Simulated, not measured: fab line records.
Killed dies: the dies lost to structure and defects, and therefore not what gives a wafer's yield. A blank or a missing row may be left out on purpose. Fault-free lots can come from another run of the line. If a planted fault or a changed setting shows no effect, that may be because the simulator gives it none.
Struck lot and sound lot, side by side :: flow n5-finfet :: 15 out of 1938 route steps
Sound: these wafers, L585.1, L585.2, L585.3. Struck: wafer L598.1; the same lot's L598.3 was not struck, so it is left out; see the end for the cause.
At each step with rows: each side's tool, then ch and its chambers, then its first start. Under that, the readings that differ: sound wafers :: struck wafers :: difference of the means :: sigmas: that difference in standard deviations of wafers without a fault.
alike: words and numbers the same on both sides, and readings whose means are apart by under 2 such deviations; not compared: readings that were withheld, readings missing a value for some wafer, numbers with overlapping values and no deviation given by the record, and bounds like >300 which may hide the same value.
A row with sigmas, a row that says differs or no value, or rows on one side alone: a step with any of these is where the two part. Non-overlapping numbers with no deviation appear without sigmas and do not part them. Lack of a reading on every wafer of one side parts them only where that side has two or more wafers.

N5_BEOL_M4_SPUTTER_90: material Cu, target thk 4.5 nm, time 8.29 s.
  struck on pvd-sputter-01, day 13 15:01; sound on pvd-sputter-02, day 10 04:41
reading: throttle-valve-pct (%)
sound: 30.3 30.3 29.9
struck: 31.7
difference: +1.5
sigmas: +2
N5_BEOL_M4_ANNEAL_91: time 240 s.
  struck on pvd-sputter-01, day 13 15:06; sound on pvd-sputter-02, day 10 04:46
  alike: heater-power-w
N5_BEOL_M4_SPUTTER_92: material Cu, target thk 4.5 nm, time 8.29 s.
  struck on pvd-sputter-01, day 13 15:14; sound on pvd-sputter-02, day 10 04:55
reading: throttle-valve-pct (%)
sound: 29.9 30.4 29.6
struck: 31.9
difference: +1.9
sigmas: +3
then, 1 step without rows for these wafers: N5_BEOL_M4_ANNEAL_93 (time 240 s).
N5_BEOL_M4_SPUTTER_94: material Cu, target thk 4.5 nm, time 8.29 s.
  struck on pvd-sputter-01, day 13 15:28; sound on pvd-sputter-02, day 10 05:08
reading: throttle-valve-pct (%)
sound: 30.1 30.2 29.7
struck: 31.7
difference: +1.7
sigmas: +3
then, 1 step without rows for these wafers: N5_BEOL_M4_ANNEAL_95 (time 240 s).
N5_BEOL_M4_SPUTTER_96: material Cu, target thk 4.5 nm, time 8.29 s.
  struck on pvd-sputter-01, day 13 15:41; sound on pvd-sputter-02, day 10 05:21
reading: throttle-valve-pct (%)
sound: 30.2 30.2 29.5
struck: 31.8
difference: +1.8
sigmas: +3
then, 3 steps without rows for these wafers: N5_BEOL_M4_ECD_50 (material Cu, target thk 300 nm); N5_BEOL_M4_ANNEAL_51 (time 90 s); N5_BEOL_M4_CMP_52 (polishes, stops on SiOC, t overpolish 6.8 s, target thk 40 nm).
N5_BEOL_M4_THK_MEAS_53: measures by xrf.
  struck on film-metro-02, day 13 16:28; sound on film-metro-02, day 10 06:08
  alike: M4_THK
then, 1 step without rows for these wafers: N5_BEOL_M4_PRE_CLEAN_60 (time 15 s).
N5_BEOL_M4_CO_CAP_55: material Co, precursor CCTBA/H2, target thk 2 nm, time 102.1 s.
  sound on cvd-co-02 ch 0,1,2, day 10 06:13; struck on cvd-co-02 ch 0, day 13 16:32
reading: run-length-s (s)
sound: 124.1 124.3 125.3
struck: 216.0
difference: +91.4
sigmas: +99 or more

reading: model.Co_of_BEOL_M4_CO_CAP_55.thk-nm (nm)
sound: 2 2 2
struck: 3.8
difference: +1.8
sigmas: 
  alike: heater-power-w
then, 1 step without rows for these wafers: N5_BEOL_M4_PRE_CLEAN_56 (time 15 s).
N5_BEOL_M4_RC_MEAS_101:
  sound on prober-02 ch 0, day 10 06:28; struck on prober-01 ch 0, day 13 16:47
reading: IOFF_N (nA/um)
sound: 0.163 0.171 0.190
struck: 0.226
difference: +0.051
sigmas: +2

reading: ION_N (uA/um)
sound: 683 669 686
struck: 698
difference: +19
sigmas: +2
  alike: DIBL_N, DIBL_P, IOFF_P, ION_P, SS_N, SS_P, VT_N, VT_P

WHERE THEY PART
First at N5_BEOL_M4_SPUTTER_90; last, within this record, at N5_BEOL_M4_RC_MEAS_101.

WHY: what had been put in by the simulator
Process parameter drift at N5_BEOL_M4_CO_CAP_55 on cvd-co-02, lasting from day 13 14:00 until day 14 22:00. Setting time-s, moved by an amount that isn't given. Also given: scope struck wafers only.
